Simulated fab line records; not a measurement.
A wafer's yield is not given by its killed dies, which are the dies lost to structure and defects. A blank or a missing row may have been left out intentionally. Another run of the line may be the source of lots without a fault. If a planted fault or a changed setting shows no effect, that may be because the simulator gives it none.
A struck lot beside a sound one | flow nand harc | 17 steps out of a route of 1302
Sound: these wafers, L163.4, L163.5, L163.6. Struck: wafers L160.1, L160.2, L160.4. At the end, the cause is stated.
Order at every step that has rows: each side's tool, ch and its chambers, its first start. Under that, the readings that differ: sound wafers | struck wafers | difference of the means | sigmas: that difference in standard deviations of wafers without a fault.
alike: readings whose means differ by less than 2 such deviations, and words and numbers that are the same on both sides. not compared: withheld readings, readings that some wafer has no value for, bounds like >300 that may hide the same value, and numbers for which the record gives no deviation and whose values overlap.
Wherever a step has rows on one side only, a row that says differs or no value, or a row with sigmas, the two part there. Numbers that don't overlap but have no deviation are shown without sigmas and don't part them. A reading missing from all wafers of one side parts the sides only when that side holds two or more wafers.

NHARC_A_STAIRCASE_CMP_472: polishes SiO2.
  sound on cmp-03 ch 1,2, day 27 14:43; struck on cmp-04 ch 1,2,3, day 26 05:46
  alike: motor current A
after that, 1 step had no rows for these wafers: NHARC_A_STAIRCASE_SRD_474.
NHARC_A_STAIRCASE_INSPECT_155:
  struck on defect inspect-01, day 26 06:05; sound on defect inspect-02, day 27 15:04
  alike: raw defect count
NHARC_A_SGD_CUT_DEP_00: deposits SiNx, target thk 50 nm.
  sound on pecvd-01 ch 0,1,2, day 27 15:13; struck on pecvd-03 ch 1,2, day 26 06:09
  alike: heater power w
then, 7 steps without rows for these wafers: NHARC_A_SGD_CUT_DEHYDRATE_01 (time 120 s); NHARC_A_SGD_CUT_HMDS_02 (time 30 s); NHARC_A_SGD_CUT_COAT_56 (time 75 s); NHARC_A_SGD_CUT_COAT_57 (time 65 s); NHARC_A_SGD_CUT_COAT_03 (resist thk 90 nm); NHARC_A_SGD_CUT_SOFTBAKE_04 (time 55 s); NHARC_A_SGD_CUT_EBR_05.
NHARC_A_SGD_CUT_EXPOSE_06: exposes mask SGD.
  sound on arfi scanner-01 ch 0, day 27 15:36; struck on arfi scanner-02 ch 0, day 26 06:36
  reading              | sound             | struck            | difference | sigmas
  exposure dose mJ cm2 | 85.75 85.60 85.64 | 90.73 90.85 90.67 | +5.09      | +60
  alike: mask
then, 2 steps without rows for these wafers: NHARC_A_SGD_CUT_PEB_07 (peb time 65 s); NHARC_A_SGD_CUT_DEVELOP_08 (develop time 35 s).
NHARC_A_SGD_CUT_CD_MEAS_09: the cd target is 100 nm.
  sound on cd sem-02 ch 0, day 27 15:44; struck on cd sem-02 ch 0, day 26 06:44
  reading    | sound             | struck            | difference | sigmas
  cd nm (nm) | 100.7 100.8 100.7 | 104.5 104.1 104.0 | +3.5       | +7
NHARC_A_SGD_CUT_OVL_MEAS_10:
  struck on overlay-02, day 26 06:50; sound on overlay-02, day 27 15:49
  reading           | sound          | struck      | difference | sigmas
  overlay x nm (nm) | -0.9 -0.7 -1.2 | 1.0 1.0 1.6 | +2.1       | +2
  overlay y nm (nm) | -0.4 -0.4 -0.1 | 1.4 1.0 1.1 | +1.5       | +2
-- break in the record here, with 5 days between the starts of the struck wafers on either side (left off in module A_SGD_CUT, picked up again in module END, where the first step shown is number 1302 on the route) --
NHARC_END_SORT_01:
  sound on prober-02 ch 0, day 32 23:24; struck on prober-02 ch 0, day 31 16:24
  reading         | sound    | struck    | difference | sigmas
  killed at array | 49 41 53 | 97 83 81  | +39        | +2
  killed dies     | 50 45 56 | 100 91 89 | +43        | +2
  killed open     | 4 5 6    | 0 2 2     | -4         | -2
  alike: killed at other, killed at periphery, killed short

== WHERE THEY PART ==
At NHARC_A_SGD_CUT_EXPOSE_06 first; at NHARC_END_SORT_01 last (within this record only).

WHY: what had been put in by the simulator
Drift in process parameters on arfi scanner-02 at NHARC_A_SGD_CUT_EXPOSE_06, starting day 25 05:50. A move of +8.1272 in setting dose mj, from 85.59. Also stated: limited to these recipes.
